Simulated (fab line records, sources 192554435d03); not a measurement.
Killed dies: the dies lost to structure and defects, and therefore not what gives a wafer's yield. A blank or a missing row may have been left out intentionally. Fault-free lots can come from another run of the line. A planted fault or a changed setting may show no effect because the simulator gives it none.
Chamber matching | flow n5-finfet | 4 sister chambers for N5_SDB_DESCUM_16 on rie-diel-01
The step chemistry O2, time 7.9 s. 8 wafers are shown with their chamber, then 10 later ones without.

== WAFERS PAIRED WITH THEIR CHAMBERS ==
wafer  | chamber | throttle-valve-pct (%) | showerhead-plenum-p-Torr (Torr)
L082.2 | 3       | 20.56                  | 2.08
L085.1 | 1       | 19.95                  | 2.11
L085.4 | 2       | 20.56                  | 2.06
L087.3 | 3       | 20.58                  | 2.08
L087.4 | 1       | 19.97                  | 2.11
L087.6 | 0       | 20.75                  | 2.16
L088.2 | 0       | 20.75                  | 2.16
L088.3 | 2       | 20.57                  | 2.05

== WAFERS MISSING THEIR CHAMBER ==
wafer  | throttle-valve-pct (%) | showerhead-plenum-p-Torr (Torr)
L088.5 | 20.57                  | 2.06
L092.2 | 19.99                  | 2.11
L092.4 | 20.60                  | 2.07
L092.6 | 19.99                  | 2.11
L094.1 | 19.99                  | 2.11
L094.4 | 20.58                  | 2.05
L094.6 | 20.60                  | 2.07
L096.2 | 20.60                  | 2.05
L096.3 | 20.28                  | 2.15
L096.4 | 20.00                  | 2.10

== WHICH CHAMBER EACH WENT THROUGH ==
wafer  | from the rows above     | in truth
L088.5 | 2                       | 2
L092.2 | 1                       | 1
L092.4 | can't be placed: 3 or 2 | 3
L092.6 | 1                       | 1
L094.1 | 1                       | 1
L094.4 | 2                       | 2
L094.6 | can't be placed: 3 or 2 | 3
L096.2 | 2                       | 2
L096.3 | can't be placed: 1 or 3 | 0
L096.4 | 1                       | 1
Correct placement for 7 of the 10. Unplaceable from these rows: 3, with the true chamber sitting among the candidates in 2. Number placed wrongly: 0.
How it was worked out, from the rows above alone: a wafer's distance from a chamber is the root of the sum, over the readings, of the square of ((its reading less the chamber's mean) divided by the reading's scatter). The wafer belongs to the nearest chamber; if the next one is less than 2 further off, it can't be placed. Each chamber's mean is taken over the wafers shown for it. The scatter is the square root of a quotient: the sum, over the shown wafers, of each reading's squared deviation from its chamber's mean, divided by wafers minus chambers.
